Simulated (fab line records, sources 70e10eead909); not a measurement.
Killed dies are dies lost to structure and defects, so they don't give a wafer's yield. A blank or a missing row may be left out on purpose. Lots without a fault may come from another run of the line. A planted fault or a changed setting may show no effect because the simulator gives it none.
A struck lot beside a sound one | flow nand_harc | 38 steps out of a route of 1302
Sound: wafers L114.2, L114.3, L114.6. Struck: wafers L128.1, L128.3, L128.6. The cause comes at the end.
At each step with rows: each side's tool, then ch and its chambers, then its first start. Under that, the readings that differ: sound wafers | struck wafers | difference of the means | sigmas: that difference in standard deviations of wafers without a fault.
alike: readings whose means differ by less than 2 such deviations, and words and numbers that are the same on both sides. not compared: withheld readings, readings that some wafer has no value for, bounds like >300 that may hide the same value, and numbers for which the record gives no deviation and whose values overlap.
The two part at a step that has a row with sigmas, a row that says differs or no value, or rows on one side only. Numbers that don't overlap but have no deviation are shown without sigmas and don't part them. A reading that every wafer of one side lacks parts them only if that side has two wafers or more.

first, 11 steps without rows for these wafers: NHARC_A_CONTACT_ETCH_131 (etches the open film in C4F8/O2/Ar, time 197 s, target depth 1918 nm); NHARC_A_CONTACT_ETCH_132 (etches the open film in C4F8/O2/Ar, time 197 s, target depth 1924 nm); NHARC_A_CONTACT_ETCH_133 (etches the open film in C4F8/O2/Ar, time 374 s, target depth 1610 nm); NHARC_A_CONTACT_ETCH_91 (etches the open film in CH3F/O2, target depth 40 nm, time 85.7 s); NHARC_A_CONTACT_ETCH_97 (etches the open film in C4F6/O2, target depth 20 nm, time 10 s); NHARC_A_CONTACT_STRIP_103 (strips in N2/H2); NHARC_A_CONTACT_STRIP_104 (strips in CF4/CHF3); NHARC_A_CONTACT_STRIP_105 (strips in O2/COS); NHARC_A_CONTACT_ETCH_106 (etches the open film in CF4/O2, target depth 90 nm, overetch 9 nm, time 49.5 s); NHARC_A_CONTACT_STRIP_82 (strips in O2); NHARC_A_CONTACT_STRIP_83 (strips in post etch residue remover, time 600 s).
NHARC_A_CONTACT_DEP_84: deposits aC, target thk 2800 nm.
  sound on acl_dep-01 ch 0, day 23 03:51; struck on acl_dep-01 ch 0, day 28 23:53
  alike: throttle_valve_pct
then, 25 steps without rows for these wafers: NHARC_A_CONTACT_DEP_85 (deposits SiON, target thk 60 nm); NHARC_A_CONTACT_DEHYDRATE_00 (time 120 s); NHARC_A_CONTACT_HMDS_01 (time 30 s); NHARC_A_CONTACT_COAT_86 (time 75 s); NHARC_A_CONTACT_COAT_87 (time 65 s); NHARC_A_CONTACT_COAT_02 (resist thk 90 nm); NHARC_A_CONTACT_SOFTBAKE_03 (time 55 s); NHARC_A_CONTACT_EBR_04; NHARC_A_CONTACT_EXPOSE_05 (exposes mask A CC); NHARC_A_CONTACT_PEB_06 (peb time 65 s); NHARC_A_CONTACT_DEVELOP_07 (develop time 35 s); NHARC_A_CONTACT_DESCUM_13 (chemistry O2, time 3 s); NHARC_A_CONTACT_ETCH_88 (etches the open film in CF4, target depth 39 nm, time 65 s); NHARC_A_CONTACT_ETCH_89 (etches the open film in N2/H2, target depth 260 nm, time 475.3 s); NHARC_A_CONTACT_ETCH_30 (etches the open film in CF4/CHF3, target depth 72.6 nm, time 36.3 s); NHARC_A_CONTACT_ETCH_31 (etches the open film in O2/COS, target depth 2800 nm, time 728 s); NHARC_A_CONTACT_ETCH_134 (etches the open film in C4F8/O2/Ar, time 140 s, target depth 700 nm); NHARC_A_CONTACT_ETCH_135 (etches the open film in C4F8/O2/Ar, time 311 s, target depth 1912 nm); NHARC_A_CONTACT_ETCH_136 (etches the open film in C4F8/O2/Ar, time 311 s, target depth 1912 nm); NHARC_A_CONTACT_ETCH_137 (etches the open film in C4F8/O2/Ar, time 311 s, target depth 1912 nm); NHARC_A_CONTACT_ETCH_138 (etches the open film in C4F8/O2/Ar, time 311 s, target depth 1914 nm); NHARC_A_CONTACT_ETCH_139 (etches the open film in C4F8/O2/Ar, time 195 s, target depth 840 nm); NHARC_A_CONTACT_ETCH_92 (etches the open film in CH3F/O2, target depth 40 nm, time 85.7 s); NHARC_A_CONTACT_ETCH_98 (etches the open film in C4F6/O2, target depth 20 nm, time 10 s); NHARC_A_CONTACT_STRIP_107 (strips in N2/H2).
-- the record jumps here: 2 days lie between the struck wafers' starts before and after (it left off in module A_CONTACT and takes up again in module END, whose first step shown is number 1302 of the route) --
NHARC_END_SORT_01:
  the record has rows for the struck wafers here (prober-02 ch 0, day 31 04:48) and none for the sound ones

WHERE THEY PART
Only at NHARC_END_SORT_01, within this record.

WHY: what the simulator had put in
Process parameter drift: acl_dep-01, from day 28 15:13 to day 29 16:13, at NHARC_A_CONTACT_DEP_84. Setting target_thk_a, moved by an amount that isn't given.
